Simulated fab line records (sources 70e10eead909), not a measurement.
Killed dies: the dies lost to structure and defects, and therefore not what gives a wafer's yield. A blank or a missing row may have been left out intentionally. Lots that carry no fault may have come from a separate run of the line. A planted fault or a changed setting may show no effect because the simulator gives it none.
Which tool did it?    flow nand-harc    14 lots, 42 wafers sampled, at 5 steps of a route of 1159

WHAT THE GAUGES READ, wafer by wafer
NHARC_P_START_INSPECT_01.
lot   measured     on                 raw-defect-count
L230  day 1 12:02  defect-inspect-02  3 3 5
L231  day 1 18:02  defect-inspect-02  1 1 3
L233  day 2 06:02  defect-inspect-01  3 5 3
L234  day 2 12:02  defect-inspect-01  3 4 4
L236  day 3 00:02  defect-inspect-02  6 0 2
L238  day 3 12:02  defect-inspect-01  7 6 8
L239  day 3 18:02  defect-inspect-02  8 1 2
L240  day 4 00:02  defect-inspect-01  5 6 3
L243  day 4 18:02  defect-inspect-02  4 4 4
L247  day 5 18:02  defect-inspect-02  2 3 4
L248  day 6 00:02  defect-inspect-01  3 4 3
L249  day 6 06:02  defect-inspect-01  2 1 3
L252  day 7 00:02  defect-inspect-01  3 2 3
L253  day 7 06:02  defect-inspect-02  4 5 2

NHARC_P_STI_CD_MEAS_09 targets a cd of 200 nm.
lot   measured     on         cd-nm (nm)
L230  day 2 10:47  cd-sem-01  201.3 197.2 201.4
L231  day 2 22:08  cd-sem-03  199.5 200.9 199.7
L233  day 3 04:35  cd-sem-03  201.3 196.4 195.6
L234  day 3 12:22  cd-sem-03  203.6 200.9 199.1
L236  day 3 19:32  cd-sem-02  198.7 201.0 200.6
L238  day 4 10:42  cd-sem-02  198.5 198.3 202.3
L239  day 4 17:08  cd-sem-03  197.6 200.4 194.4
L240  day 5 01:33  cd-sem-02  197.5 199.0 197.3
L243  day 5 19:46  cd-sem-02  196.8 199.4 201.3
L252  day 7 23:29  cd-sem-03  201.8 200.3 198.5
L253  day 8 06:20  cd-sem-03  195.5 196.3 199.7

NHARC_END_SORT_01.
lot   measured      on         killed-at-array  killed-at-other  killed-at-periphery  killed-dies  killed-open  killed-short
L230  day 20 17:50  prober-02  13 16 13         2 2 0            6 8 4                21 26 17     3 4 2        0 3 1
L231  day 19 14:55  prober-01  17 17 20         0 1 3            4 0 1                21 18 24     3 0 0        3 0 3
L233  day 19 22:40  prober-02  28 24 36         0 0 0            3 0 1                31 24 37     1 5 3        4 1 0
L234  day 20 08:23  prober-01  12 16 11         2 0 1            7 4 2                21 20 14     3 4 2        5 2 1
L236  day 19 22:52  prober-01  14 14 29         0 0 2            2 2 6                16 16 37     0 1 5        2 0 3
L238  day 21 05:49  prober-02  47 37 35         1 0 1            10 9 6               58 46 42     11 3 4       5 3 0
L239  day 21 13:46  prober-01  31 28 32         5 0 3            1 2 3                37 30 38     2 2 4        2 0 3
L240  day 22 13:22  prober-02  30 33 23         2 1 2            3 4 4                35 38 29     1 2 1        3 2 2
L243  day 22 19:32  prober-01  30 40 28         2 0 0            7 8 0                39 48 28     4 5 4        1 2 0
L247  day 23 23:44  prober-02  16 16 13         2 0 0            659 661 664          677 677 677  6 6 2        3 2 3
L248  day 23 23:53  prober-01  22 28 20         0 0 0            655 649 657          677 677 677  5 3 1        1 2 3
L249  day 24 07:35  prober-02  19 25 24         0 1 0            658 651 653          677 677 677  4 4 5        1 1 1
L252  day 24 16:11  prober-02  25 22 19         0 0 0            4 5 4                29 27 23     3 6 4        4 1 3
L253  day 24 20:52  prober-01  18 15 21         0 0 0            4 6 3                22 21 24     1 2 5        2 2 0

EACH LOT AND THE TOOL THAT RAN IT (in order: tool; ch and the chambers of the sampled wafers; start)
lot   NHARC_P_ZERO_WELL_ETCH_62                     NHARC_P_ZERO_WELL_IMPLANT_58
L230  rie-diel-09 ch 1,3, day 1 15:09 or earlier    implanter-02 ch 0, day 1 15:09
L231  rie-diel-02 ch 0,1,3, day 1 21:17 or earlier  implanter-02 ch 0, day 1 21:17
L233  rie-diel-10 ch 0,3, day 2 09:10 or earlier    implanter-02 ch 0, day 2 09:10
L234  rie-diel-09 ch 0,2,3, day 2 15:13 or earlier  implanter-02 ch 0, day 2 15:13
L236  rie-diel-09 ch 0,1,3, day 3 03:09 or earlier  implanter-02 ch 0, day 3 03:09
L238  rie-diel-10 ch 0,2, day 3 15:10 or earlier    implanter-01 ch 0, day 3 15:10
L239  rie-diel-02 ch 0,2,3, day 3 21:16 or earlier  implanter-01 ch 0, day 3 21:16
L240  rie-diel-09 ch 0,2, day 4 03:23 or earlier    implanter-02 ch 0, day 4 03:23
L243  rie-diel-09 ch 1,3, day 4 21:23 or earlier    implanter-01 ch 0, day 4 21:23
L247  rie-diel-10 ch 1,2,3, day 5 21:18 or earlier  implanter-01, day 5 21:18
L248  rie-diel-02 ch 0,2,3, day 6 03:17 or earlier  implanter-02, day 6 03:17
L249  rie-diel-02 ch 0,1, day 6 09:17 or earlier    implanter-02, day 6 09:17
L252  rie-diel-09 ch 1,2,3, day 7 03:13 or earlier  implanter-01 ch 0, day 7 03:13
L253  rie-diel-09 ch 0,1,2, day 7 09:10 or earlier  implanter-01 ch 0, day 7 09:10
- NHARC_P_ZERO_WELL_ETCH_62: etches the open film in CHF3/Ar, target depth 13 nm, time 6.5 s.
- NHARC_P_ZERO_WELL_IMPLANT_58

WHAT THE TOOLS THEMSELVES READ (means of the sampled wafers that have a number; where no wafer has one, the mark that the record gives instead)
NHARC_P_ZERO_WELL_ETCH_62.
lot   tool         drypump-motor-current-A (A)  oes-product-au (a.u.)  rf-fwd-power-W (W)  rf-vpp-V (V)  showerhead-plenum-p-Torr (Torr)  throttle-valve-pct (%)
L230  rie-diel-09  5.8                          0.970                  490.2               370.3         2.33                             20.214
L231  rie-diel-02  5.5                          0.939                  487.7               371.3         2.38                             20.216
L233  rie-diel-10  6.0                          0.975                  490.9               372.5         2.40                             20.222
L234  rie-diel-09  5.9                          0.961                  488.6               368.6         2.25                             20.218
L236  rie-diel-09  5.5                          0.957                  488.6               369.8         2.32                             20.222
L238  rie-diel-10  6.0                          0.960                  486.6               370.7         2.36                             20.213
L239  rie-diel-02  5.8                          0.953                  488.5               369.9         2.32                             20.212
L240  rie-diel-09  6.0                          0.957                  487.9               368.7         2.23                             20.214
L243  rie-diel-09  5.8                          0.975                  489.2               370.4         2.33                             20.224
L247  rie-diel-10  5.7                          0.972                  488.9               371.0         2.38                             20.220
L248  rie-diel-02  5.8                          0.966                  487.3               369.9         2.32                             20.214
L249  rie-diel-02  5.2                          0.967                  488.6               372.8         2.44                             20.215
L252  rie-diel-09  5.9                          0.974                  487.8               370.7         2.31                             20.226
L253  rie-diel-09  5.6                          0.974                  487.5               369.2         2.30                             20.220

NHARC_P_ZERO_WELL_IMPLANT_58.
lot   tool          beam-energy-keV  beam-on-s (s)
L230  implanter-02  99.99            9.87
L231  implanter-02  99.99            10.01
L233  implanter-02  99.96            10.13
L234  implanter-02  100.01           10.07
L236  implanter-02  99.97            10.17
L238  implanter-01  99.98            9.88
L239  implanter-01  100.00           9.82
L240  implanter-02  99.98            10.09
L243  implanter-01  99.99            9.98
L247  implanter-01  -                -
L248  implanter-02  -                -
L249  implanter-02  -                -
L252  implanter-01  99.98            9.88
L253  implanter-01  100.02           9.93

THE ANSWER, worked out from the rows above alone
Rule: the lots themselves supply what counts as usual. The widest of any qualifying gaps counts: lots, ordered by their means at a reading, are off when they make up no more than a third of the lots, leave a main group of 4 or more, and stand apart from it by 3 or more times the standard deviation of that group's means. If all means in a main group match to the digits the tables above print for the reading, that group is not used. Also off: a lot with no number at a reading for which 4 or more lots have one. The other lots that the step has rows for count as sound. Order of review: gauges by route order, followed by the tools' own readings, for which a lot's mean as printed above is used. The first step at which some lot is off is used, and at that step the reading that is off furthest; a lot without a number counts as furthest.
Off at NHARC_END_SORT_01 (killed-at-periphery): L247, L248, L249. Main group: mean 4.0, sd 1.9.
A tool fits if, at a process step before that reading, it ran every lot that is off, and no sound lot after the first of them. The gauges at NHARC_END_SORT_01 aren't tried: what is off there is off at NHARC_P_ZERO_WELL_IMPLANT_58 too, on other tools, and a gauge's error can't cause that. With no start given for some of its lots, NHARC_P_ZERO_WELL_ETCH_62 uses the hours and lot order of NHARC_P_ZERO_WELL_IMPLANT_58. None of those tried fits.

WHAT HAD BEEN PUT IN BY THE SIMULATOR
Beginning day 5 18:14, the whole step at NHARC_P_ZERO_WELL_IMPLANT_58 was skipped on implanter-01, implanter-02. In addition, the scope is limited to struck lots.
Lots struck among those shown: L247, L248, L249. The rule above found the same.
